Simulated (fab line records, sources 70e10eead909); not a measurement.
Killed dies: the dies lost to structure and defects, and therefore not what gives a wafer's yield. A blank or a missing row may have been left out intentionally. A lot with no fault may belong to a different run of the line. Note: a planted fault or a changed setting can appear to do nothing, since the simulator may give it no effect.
fab line records ; flow nandHarc
[record] lots = 13; wafers = 39; lastDay = 34
route steps=1302 shown A_CONTACT@1052 THIN_TSV@1250 END@1302
lots that met no fault: from a run of the same line without faults
startH: the number of hours between the record's first day and the start of the first shown wafer of the lot ; waitH: time in hours since the lot's previous step ; " as in the row above ; L1.1+2: a single row standing in for several wafers ; - either no value or no given start ; * or withheld: withheld ; < > ~ a bound
route shown NAME@n: a module of which the file shows steps, and the number in the route of the first ; usual: the fault-free wafers' mean and standard deviation ; same: alike in all rows ; chamber/n: place in a boat ; sites: per-site readings ; _std_site: their standard deviation ; _edge_site: inner sites' mean taken away from outer sites' mean ; radiusMm: for every site, how far away it sits from the centre of the wafer ; mask NAME#n: copy n ; behind: the last tool/chamber to shape the wafer ; hold: why the lot was held/for how many hours/how that ended ; device: the n, p or np transistor that did not switch ; end of line: tests of these same wafers at the route's end ; step lacking rows: just its recipe ; killed: not the wafer's yield, but the dies lost to structure and defects at the first sort ; map: the dies of a wafer, with x for killed, . for not killed, _ for no die there
set.NAME: setting as actually run; set.NAME@STEP: the setting as run at that earlier step ; model.NAME: the simulator's own value behind a step, which no gauge read
steps of the route over a sample of lots; a table a step, a row a wafer
services: a tool's chamber out of use, with start hour (startH, from the record's first day; less than 0 if before it), hours out, and reason
[[steps]]
[step NHARC_A_CONTACT_ETCH_129]
[recipe] sourceW = withheld; pressureMtorr = 20; biasV = 3000; timeS = 197; targetDepthA = 19180; arFlowSccm = withheld; c4f8FlowSccm = withheld; o2FlowSccm = withheld; chemistry = C4F8/O2/Ar
lot.wafer;tool;chamber;startH;waitH;rfHoursCounterH
L832.2;harCapEtch-01;0;523.35;0.1;3
L832.4;harCapEtch-01;1;523.35;0.1;-
L832.6;harCapEtch-01;1;523.35;0.1;-
L831.2;harCapEtch-03;0;525.64;0.1;48
L831.4;harCapEtch-03;0;525.64;0.1;-
L831.6;harCapEtch-03;0;525.64;0.1;-
L835.1;harCapEtch-03;0;546.31;0.1;54
L835.4;harCapEtch-03;0;546.31;0.1;-
L835.6;harCapEtch-03;0;546.31;0.1;-
L837.1;harCapEtch-01;0;569.84;0.1;13
L837.4;harCapEtch-01;1;569.84;0.1;-
L837.6;harCapEtch-01;1;569.84;0.1;-
L841.2;harCapEtch-02;0;612.97;0.1;98
L841.1;harCapEtch-02;1;612.97;0.1;98
L841.6;harCapEtch-02;0;612.97;0.1;-
L839.1;harCapEtch-01;1;616.20;0.1;19
L839.4;harCapEtch-01;0;616.20;0.1;-
L839.5;harCapEtch-01;0;616.20;0.1;-
L840.2;harCapEtch-02;1;624.25;0.1;100
L840.1;harCapEtch-02;0;624.25;0.1;100
L840.5;harCapEtch-02;1;624.25;0.1;-
L844.1;harCapEtch-02;0;632.14;0.1;101
L844.2;harCapEtch-02;1;632.14;0.1;101
L844.6;harCapEtch-02;0;632.14;0.1;-
L845.2;harCapEtch-02;1;643.76;0.1;104
L845.4;harCapEtch-02;0;643.76;0.1;-
L845.6;harCapEtch-02;1;643.76;0.1;-
L843.1;harCapEtch-02;0;645.98;0.1;106
L843.4;harCapEtch-02;0;645.98;0.1;-
L843.5;harCapEtch-02;1;645.98;0.1;-
L851.3;harCapEtch-02;1;707.65;0.1;-
L851.5;harCapEtch-02;0;707.65;0.1;-
L851.6;harCapEtch-02;1;707.65;0.1;-
L852.2;harCapEtch-01;1;732.77;0.1;40
L852.1;harCapEtch-01;0;732.77;0.1;40
L852.3;harCapEtch-01;1;732.77;0.1;-
L854.4;harCapEtch-03;1;754.07;0.1;-
L854.5;harCapEtch-03;1;754.07;0.1;-
L854.6;harCapEtch-03;0;754.07;0.1;-
[step NHARC_THIN_TSV_DEP_43]
[recipe] targetThkA = 13285; tempC = withheld; pressureTorr = 6.5; rfW = 900; teosFlowSccm = 161.4; flowSccm = 2650; targetThkNm = 1328.5; gas = O2; material = SiO2
[usual] throttleValvePct = 15.7/0.36
lot.wafer;tool;chamber;startH;waitH;throttleValvePct
L832.2;pecvd-01;0;561.51;-;15.9
L832.4;pecvd-01;2;561.51;-;15.9
L832.6;pecvd-01;0;561.51;-;16.3
L831.2;pecvd-01;0;564.99;-;16.0
L831.6;pecvd-01;0;564.99;-;16.2
L831.4;pecvd-01;1;564.99;-;15.3
L835.1;pecvd-01;2;587.35;-;15.7
L835.6;pecvd-01;2;587.35;-;16.1
L835.4;pecvd-01;1;587.35;-;15.1
L837.1;pecvd-01;0;611.16;-;16.4
L837.4;pecvd-01;2;611.16;-;15.8
L837.6;pecvd-01;0;611.16;-;16.3
L841.2;pecvd-01;2;670.26;-;16.0
L841.1;pecvd-01;0;670.26;-;16.5
L841.6;pecvd-01;1;670.26;-;15.6
L839.1;pecvd-01;1;671.52;-;15.7
L839.4;pecvd-01;1;671.52;-;15.7
L839.5;pecvd-01;2;671.52;-;15.6
L840.1;pecvd-02;0;672.66;-;15.4
L840.2;pecvd-02;1;672.66;-;15.8
L840.5;pecvd-02;1;672.66;-;15.7
L844.2;pecvd-03;0;681.07;-;16.4
L844.1;pecvd-03;2;681.07;-;15.6
L844.6;pecvd-03;1;681.07;-;15.7
L845.2;pecvd-01;2;690.43;-;15.7
L845.6;pecvd-01;0;690.43;-;15.6
L845.4;pecvd-01;1;690.43;-;15.1
L843.1;pecvd-02;2;691.71;-;15.8
L843.5;pecvd-02;1;691.71;-;15.9
L843.4;pecvd-02;2;691.71;-;15.9
L851.3;pecvd-03;0;747.89;-;15.8
L851.5;pecvd-03;2;747.89;-;15.4
L851.6;pecvd-03;0;747.89;-;16.3
L852.1;pecvd-01;2;777.27;-;15.8
L852.3;pecvd-01;0;777.27;-;15.6
L852.2;pecvd-01;1;777.27;-;15.3
L854.6;pecvd-01;0;796.51;-;16.0
L854.5;pecvd-01;1;796.51;-;15.5
L854.4;pecvd-01;2;796.51;-;15.7
[step NHARC_THIN_TSV_ETCH_44]
[recipe] targetDepthA = 15942; timeS = 797.1; cf4FlowSccm = 150; o2FlowSccm = 10; arFlowSccm = 0; rfW = 300; biasW = 800; chemistry = CF4/O2
[usual] biasW = 799.7/2.4; drypumpMotorCurrentA = 5.8/0.42; oesProductAu = 1.002/0.0063; rfVppV = 794/4.3; showerheadPlenumPTorr = 1.83/0.069; throttleValvePct = 16.915/0.0089
lot.wafer;tool;chamber;startH;waitH;biasW;drypumpMotorCurrentA;oesProductAu;rfHoursCounterH;rfVppV;showerheadPlenumPTorr;throttleValvePct
L832.4;rieDiel-13;2;562.62;0.2;800.2;5.6;1.005;3.3;787;1.72;16.892
L832.2;rieDiel-13;3;562.62;0.2;797.0;6.0;0.997;3.4;795;1.82;16.910
L832.6;rieDiel-13;0;562.62;0.2;798.3;6.0;0.999;-;802;1.95;16.905
L831.4;rieDiel-13;0;566.02;0.1;797.4;6.0;1.001;4.0;802;1.95;16.920
L831.2;rieDiel-13;3;566.02;0.1;805.9;6.1;1.010;3.8;794;1.82;16.919
L831.6;rieDiel-13;0;566.02;0.1;796.7;6.0;1.008;-;802;1.95;16.914
L835.1;rieDiel-13;3;588.42;0.1;799.4;6.0;1.006;5.3;793;1.82;16.902
L835.4;rieDiel-13;2;588.42;0.1;801.0;5.6;1.000;5.1;786;1.72;16.907
L835.6;rieDiel-13;3;588.42;0.1;801.1;6.1;1.007;-;794;1.82;16.899
L837.1;rieDiel-13;3;612.14;0.2;801.9;6.1;1.004;6.1;792;1.82;16.892
L837.4;rieDiel-13;0;612.14;0.2;799.4;6.0;1.001;6.4;801;1.95;16.923
L837.6;rieDiel-13;1;612.14;0.2;798.1;5.6;0.995;-;797;1.90;16.897
L841.2;rieDiel-11;0;671.34;0.1;798.1;6.3;1.003;2.1;799;1.90;16.903
L841.1;rieDiel-11;2;671.34;0.1;801.1;6.1;1.009;1.4;792;1.81;16.929
L841.6;rieDiel-11;1;671.34;0.1;800.4;5.8;1.013;-;791;1.79;16.918
L839.4;rieDiel-10;2;672.67;0.2;800.5;5.1;1.001;2.0;794;1.81;16.915
L839.1;rieDiel-10;3;672.67;0.2;799.1;6.3;1.003;2.0;792;1.78;16.905
L839.5;rieDiel-10;1;672.67;0.2;800.0;5.6;1.015;-;790;1.77;16.908
L840.2;rieDiel-11;1;673.73;0.2;798.4;5.7;0.998;2.2;791;1.79;16.928
L840.1;rieDiel-11;2;673.73;0.2;798.2;6.1;0.998;1.6;792;1.80;16.910
L840.5;rieDiel-11;3;673.73;0.2;803.5;4.7;1.001;-;794;1.85;16.918
L844.2;rieDiel-13;3;682.14;0.1;801.5;6.0;0.996;11.1;793;1.82;16.918
L844.1;rieDiel-13;0;682.14;0.1;800.7;6.0;0.999;11.5;801;1.95;16.913
L844.6;rieDiel-13;0;682.14;0.1;801.5;6.0;0.993;-;802;1.95;16.916
L845.4;rieDiel-10;0;691.57;0.1;800.5;6.0;1.005;3.7;794;1.80;16.921
L845.2;rieDiel-10;1;691.57;0.1;802.3;5.6;1.013;2.2;790;1.77;16.924
L845.6;rieDiel-10;3;691.57;0.1;804.3;6.2;1.002;-;790;1.78;16.934
L843.4;rieDiel-11;2;692.69;0.1;794.6;6.1;1.004;2.4;793;1.80;16.912
L843.1;rieDiel-11;1;692.69;0.1;799.4;5.8;1.008;2.9;791;1.79;16.932
L843.5;rieDiel-11;2;692.69;0.1;794.5;6.1;0.999;-;793;1.80;16.936
L851.3;rieDiel-10;3;748.98;0.1;803.8;6.3;1.003;6.7;791;1.77;16.902
L851.6;rieDiel-10;2;748.98;0.1;796.2;5.1;1.002;-;792;1.81;16.910
L851.5;rieDiel-10;3;748.98;0.1;800.1;6.2;1.007;-;790;1.78;16.907
L852.2;rieDiel-11;1;778.35;0.1;799.5;5.7;1.006;7.5;791;1.79;16.913
L852.1;rieDiel-11;2;778.35;0.1;798.6;6.1;0.998;5.0;792;1.80;16.904
L852.3;rieDiel-11;0;778.35;0.1;803.0;6.4;1.002;7.2;798;1.90;16.914
L854.4;rieDiel-10;2;797.49;0.2;799.3;5.1;1.000;0.9;794;1.81;16.921
L854.5;rieDiel-10;3;797.49;0.2;796.9;6.2;1.006;-;792;1.77;16.913
L854.6;rieDiel-10;0;797.49;0.2;794.7;6.0;1.010;-;793;1.80;16.909
[step NHARC_THIN_TSV_CD_MEAS_33]
[recipe] targetCdNm = 5000; landingEnergyEv = 500
[usual] cdNm = 4999.8/1.6
lot.wafer;tool;chamber;startH;waitH;cdNm
L832.2;cdSem-01;0;568.19;-;5000.2
L832.4;cdSem-01;0;568.19;-;5000.2
L832.6;cdSem-01;0;568.19;-;4999.9
L831.2;cdSem-02;0;571.58;-;5000.2
L831.4;cdSem-02;0;571.58;-;4997.3
L831.6;cdSem-02;0;571.58;-;4998.9
L835.1;cdSem-01;0;594.04;-;5002.4
L835.4;cdSem-01;0;594.04;-;5002.6
L835.6;cdSem-01;0;594.04;-;5001.2
L837.1;cdSem-02;0;617.55;-;5001.1
L837.4;cdSem-02;0;617.55;-;5000.9
L837.6;cdSem-02;0;617.55;-;5001.5
L841.1;cdSem-01;0;677.02;-;4997.6
L841.2;cdSem-01;0;677.02;-;4997.7
L841.6;cdSem-01;0;677.02;-;4998.0
L839.1;cdSem-01;0;678.27;-;5001.6
L839.4;cdSem-01;0;678.27;-;5001.2
L839.5;cdSem-01;0;678.27;-;5001.0
L840.1;cdSem-03;0;679.37;-;4999.8
L840.2;cdSem-03;0;679.37;-;5000.3
L840.5;cdSem-03;0;679.37;-;4997.5
L844.1;cdSem-01;0;687.82;-;4997.8
L844.2;cdSem-01;0;687.82;-;4996.9
L844.6;cdSem-01;0;687.82;-;4998.5
L845.2;cdSem-02;0;697.20;-;4998.3
L845.4;cdSem-02;0;697.20;-;4997.0
L845.6;cdSem-02;0;697.20;-;4999.2
L843.1;cdSem-01;0;698.33;-;4999.1
L843.4;cdSem-01;0;698.33;-;4998.4
L843.5;cdSem-01;0;698.33;-;4998.8
L851.3;cdSem-01;0;754.67;-;5000.3
L851.5;cdSem-01;0;754.67;-;4999.5
L851.6;cdSem-01;0;754.67;-;4998.4
L852.1;cdSem-02;0;784.07;-;5000.8
L852.2;cdSem-02;0;784.07;-;4999.9
L852.3;cdSem-02;0;784.07;-;4999.2
L854.4;cdSem-02;0;802.98;-;4999.4
L854.5;cdSem-02;0;802.98;-;5002.0
L854.6;cdSem-02;0;802.98;-;5002.3
[step NHARC_END_SORT_01]
[recipe] tempC = 25
[usual] killedAtArray = 51/16; killedAtOther = 0.6/0.88; killedAtPeriphery = 4.0/2.6; killedDies = 55/16; killedOpen = 3.5/1.9; killedShort = 2.3/1.6
[same] grossDies = 677
lot.wafer;tool;chamber;startH;waitH;killedAtArray;killedAtOther;killedAtPeriphery;killedDies;killedOpen;killedShort
L831.2;prober-02;0;586.15;2.8;32;0;3;35;6;2
L831.4;prober-02;0;587.74;3.4;51;0;2;53;5;4
L831.6;prober-02;0;589.33;4.0;55;0;2;57;2;1
L835.1;prober-01;0;604.35;2.5;56;0;8;64;6;0
L835.4;prober-01;0;606.74;3.4;33;0;6;39;1;1
L835.6;prober-01;0;608.34;4.0;41;1;5;47;2;2
L839.1;prober-02;0;696.59;2.5;77;0;5;82;6;2
L839.4;prober-02;0;699.00;3.4;78;1;4;83;4;3
L839.5;prober-02;0;699.80;3.7;72;0;4;76;5;2
L844.1;prober-01;0;698.34;2.5;142;0;1;143;4;1
L844.2;prober-01;0;699.14;2.8;118;1;9;128;2;1
L844.6;prober-01;0;702.34;4.0;140;0;5;145;6;1
L845.2;prober-01;0;707.32;2.8;121;0;4;125;3;2
L845.4;prober-01;0;708.91;3.4;156;0;3;159;3;0
L845.6;prober-01;0;710.50;4.0;130;0;1;131;1;4
L843.1;prober-02;0;712.34;2.5;135;1;4;140;4;2
L843.4;prober-02;0;714.71;3.4;149;0;3;152;4;2
L843.5;prober-02;0;715.50;3.7;115;0;5;120;5;4
// killed by level:class
L831.2 A_CHANNEL_HOLE_D1:chamberFilmFlake=17 A_WL_FILL:chamberFilmFlake=3 A_ONON_D1:geometricParticle:open=2 P_ZERO_WELL:chamberFilmFlake=2 A_CHANNEL_HOLE_D2:chamberFilmFlake=2 A_ONON_D2:geometricParticle:open=1 A_CHANNEL_FILL_D2:geometricParticle:open=1 A_CHANNEL_FILL_D2:geometricParticle:short=1
L831.4 A_CHANNEL_HOLE_D1:chamberFilmFlake=29 A_CHANNEL_HOLE_D2:chamberFilmFlake=9 A_DECK1_JOINT:geometricParticle:short=2 A_WL_FILL:geometricParticle:open=2 A_STAIRCASE:chamberFilmFlake=2 A_ONON_D1:geometricParticle:open=1 A_ONON_D1:geometricParticle:short=1 A_CHANNEL_FILL_D1:geometricParticle:short=1
L831.6 A_CHANNEL_HOLE_D1:chamberFilmFlake=36 A_CHANNEL_HOLE_D2:chamberFilmFlake=10 A_STAIRCASE:chamberFilmFlake=3 A_CHANNEL_FILL_D1:geometricParticle:short=1 A_DECK1_JOINT:geometricParticle:open=1 A_WL_FILL:geometricParticle:open=1 P_ZERO_WELL:chamberFilmFlake=1 P_STI:chamberFilmFlake=1
L835.1 A_CHANNEL_HOLE_D1:chamberFilmFlake=31 A_CHANNEL_HOLE_D2:chamberFilmFlake=14 A_SLIT:chamberFilmFlake=4 A_WL_FILL:geometricParticle:open=2 P_ZERO_WELL:chamberFilmFlake=2 P_CONTACT:chamberFilmFlake=2 P_CONTACT:geometricParticle:open=1 P_M0:geometricParticle:open=1
L835.4 A_CHANNEL_HOLE_D2:chamberFilmFlake=13 A_CHANNEL_HOLE_D1:chamberFilmFlake=11 P_CONTACT:chamberFilmFlake=4 A_CHANNEL_FILL_D1:chamberFilmFlake=3 A_WL_FILL:chamberFilmFlake=2 A_DECK1_JOINT:chamberFilmFlake=2 A_DECK1_JOINT:geometricParticle:short=1 A_DECK1_JOINT:geometricParticle:open=1
L835.6 A_CHANNEL_HOLE_D1:chamberFilmFlake=19 A_CHANNEL_HOLE_D2:chamberFilmFlake=9 P_CONTACT:chamberFilmFlake=3 A_CHANNEL_FILL_D1:chamberFilmFlake=3 A_SLIT:chamberFilmFlake=3 A_DECK1_JOINT:chamberFilmFlake=2 A_BONDPAD:chamberFilmFlake=2 P_GATE:geometricParticle:open=1
L839.1 A_CHANNEL_HOLE_D1:chamberFilmFlake=30 A_SLIT:chamberFilmFlake=28 A_CHANNEL_HOLE_D2:chamberFilmFlake=6 A_STAIRCASE:chamberFilmFlake=5 P_M0:geometricParticle:open=3 A_DECK1_JOINT:chamberFilmFlake=2 P_GATE:geometricParticle:open=1 P_CONTACT:geometricParticle:open=1
L844.1 A_CONTACT:unspecified=105 A_CHANNEL_HOLE_D1:chamberFilmFlake=23 A_M0:geometricParticle:open=2 A_SLIT:chamberFilmFlake=2 A_CONTACT:chamberFilmFlake=2 A_BONDPAD:chamberFilmFlake=2 A_CHANNEL_FILL_D1:geometricParticle:open=1 A_CHANNEL_FILL_D2:geometricParticle:short=1
L839.4 A_CHANNEL_HOLE_D1:chamberFilmFlake=29 A_SLIT:chamberFilmFlake=23 A_CHANNEL_HOLE_D2:chamberFilmFlake=11 A_STAIRCASE:chamberFilmFlake=7 P_STI:geometricParticle:short=1 P_GATE:geometricParticle:open=1 P_M0:geometricParticle:open=1 A_ONON_D2:geometricParticle:open=1
L844.2 A_CONTACT:unspecified=76 A_CHANNEL_HOLE_D1:chamberFilmFlake=29 P_GATE:chamberFilmFlake=5 A_CHANNEL_HOLE_D2:chamberFilmFlake=3 P_M2:chamberFilmFlake=2 A_WL_FILL:chamberFilmFlake=2 A_CONTACT:chamberFilmFlake=2 A_BONDPAD:chamberFilmFlake=2
L839.5 A_CHANNEL_HOLE_D1:chamberFilmFlake=28 A_SLIT:chamberFilmFlake=18 A_CHANNEL_HOLE_D2:chamberFilmFlake=7 A_STAIRCASE:chamberFilmFlake=5 A_CONTACT:chamberFilmFlake=3 P_M1:geometricParticle:open=2 A_WL_FILL:chamberFilmFlake=2 P_ZERO_WELL:chamberFilmFlake=2
L844.6 A_CONTACT:unspecified=106 A_CHANNEL_HOLE_D1:chamberFilmFlake=21 A_M0:geometricParticle:open=5 P_GATE:chamberFilmFlake=5 A_BONDPAD:chamberFilmFlake=4 A_CHANNEL_HOLE_D2:chamberFilmFlake=2 A_CHANNEL_HOLE_D1:geometricParticle:short=1 A_CHANNEL_FILL_D2:geometricParticle:open=1
L845.2 A_CONTACT:unspecified=75 A_SLIT:chamberFilmFlake=26 A_CHANNEL_HOLE_D2:chamberFilmFlake=9 A_CHANNEL_HOLE_D1:chamberFilmFlake=3 A_WL_FILL:chamberFilmFlake=3 P_ZERO_WELL:geometricParticle:open=1 P_CONTACT:geometricParticle:open=1 A_ONON_D2:geometricParticle:short=1
L845.4 A_CONTACT:unspecified=106 A_SLIT:chamberFilmFlake=29 A_CHANNEL_HOLE_D1:chamberFilmFlake=9 A_CHANNEL_HOLE_D2:chamberFilmFlake=6 A_WL_FILL:chamberFilmFlake=3 P_CONTACT:geometricParticle:open=1 A_CHANNEL_FILL_D1:geometricParticle:open=1 A_CONTACT:geometricParticle:open=1
L845.6 A_CONTACT:unspecified=82 A_SLIT:chamberFilmFlake=27 A_CHANNEL_HOLE_D2:chamberFilmFlake=12 A_DECK1_JOINT:geometricParticle:short=2 A_CHANNEL_HOLE_D1:chamberFilmFlake=2 A_STAIRCASE:chamberFilmFlake=2 A_SOURCE_PLATE:geometricParticle:short=1 A_ONON_D1:geometricParticle:short=1
L843.1 A_CONTACT:unspecified=96 A_CHANNEL_HOLE_D2:chamberFilmFlake=24 A_CHANNEL_HOLE_D1:chamberFilmFlake=4 P_M2:chamberFilmFlake=3 A_ZERO_WELL:chamberFilmFlake=2 A_SLIT:chamberFilmFlake=2 A_ONON_D1:geometricParticle:short=1 A_CHANNEL_FILL_D1:geometricParticle:open=1
L843.4 A_CONTACT:unspecified=109 A_CHANNEL_HOLE_D2:chamberFilmFlake=18 A_CHANNEL_HOLE_D1:chamberFilmFlake=8 A_SLIT:chamberFilmFlake=4 P_M2:chamberFilmFlake=3 A_CHANNEL_FILL_D2:geometricParticle:open=2 A_STAIRCASE:chamberFilmFlake=2 A_ONON_D1:geometricParticle:open=1
L843.5 A_CONTACT:unspecified=77 A_CHANNEL_HOLE_D2:chamberFilmFlake=18 A_CHANNEL_HOLE_D1:chamberFilmFlake=9 A_CHANNEL_FILL_D2:geometricParticle:open=2 A_CONTACT:chamberFilmFlake=2 P_GATE:geometricParticle:short=1 P_CONTACT:geometricParticle:open=1 P_CONTACT:geometricParticle:short=1
[[services]]
tool;chamber;startH;hours;kind
rieDiel-13;-;519.00;9.0;pm
harCapEtch-01;-;521.48;0.5;repair
pecvd-01;0;543.82;6.2;repair
pecvd-03;-;547.04;13.0;pm
pecvd-02;-;564.50;1.3;repair
pecvd-02;-;589.27;13.0;pm
rieDiel-10;-;596.50;9.0;pm
pecvd-02;-;606.89;0.4;repair
rieDiel-11;-;609.50;9.0;pm
rieDiel-10;1;617.30;48.2;repair
harCapEtch-01;-;619.31;0.4;repair
pecvd-03;1;623.09;16.5;repair
pecvd-01;2;632.91;8.4;repair
rieDiel-11;0;643.75;1.4;repair
pecvd-03;1;658.53;1.7;repair
rieDiel-11;2;661.46;5.6;repair
pecvd-01;-;673.04;13.0;pm
rieDiel-11;-;695.65;5.3;repair
rieDiel-13;-;696.00;9.0;pm
rieDiel-11;1;726.46;1.7;repair
harCapEtch-02;-;755.68;17.0;pm
pecvd-01;0;763.02;10.5;repair
rieDiel-10;-;773.50;9.0;pm
rieDiel-11;-;786.50;9.0;pm
[[key]]
[firstSign] step = NHARC_END_SORT_01; reading = killedAtArray; direction = up; sigmas = 5.2; usual = 51; struck = 134
[effect] step = NHARC_END_SORT_01; reading = killedDies; direction = up; sigmas = 5.2; usual = 55; struck = 138
[moreKillsBornAt] NHARC_A_CONTACT_ETCH_129@harCapEtch-02 = 815
metAt NHARC_A_CONTACT_ETCH_129
struckLots L843,L844,L845
testerLeftOut L843,L844,L845
notActingAt NHARC_THIN_TSV_DEP_43,NHARC_THIN_TSV_ETCH_44,NHARC_THIN_TSV_CD_MEAS_33
onsetBetween 624.25 632.14
[fault] kind = chamberParticleSource; tool = harCapEtch-02; chamber = -; onsetH = 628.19; steps = NHARC_A_CONTACT_ETCH_129; ratePerVisitCm2 = 2.2401; endH = 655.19
// testerLeftOut: of these lots the tester's yield and bins aren't shown, on N5 and GAA mostly nor the transistor test; their killed dies are dies lost to structure and defects alone, not to doping, threshold or leakage, so they don't give the yield
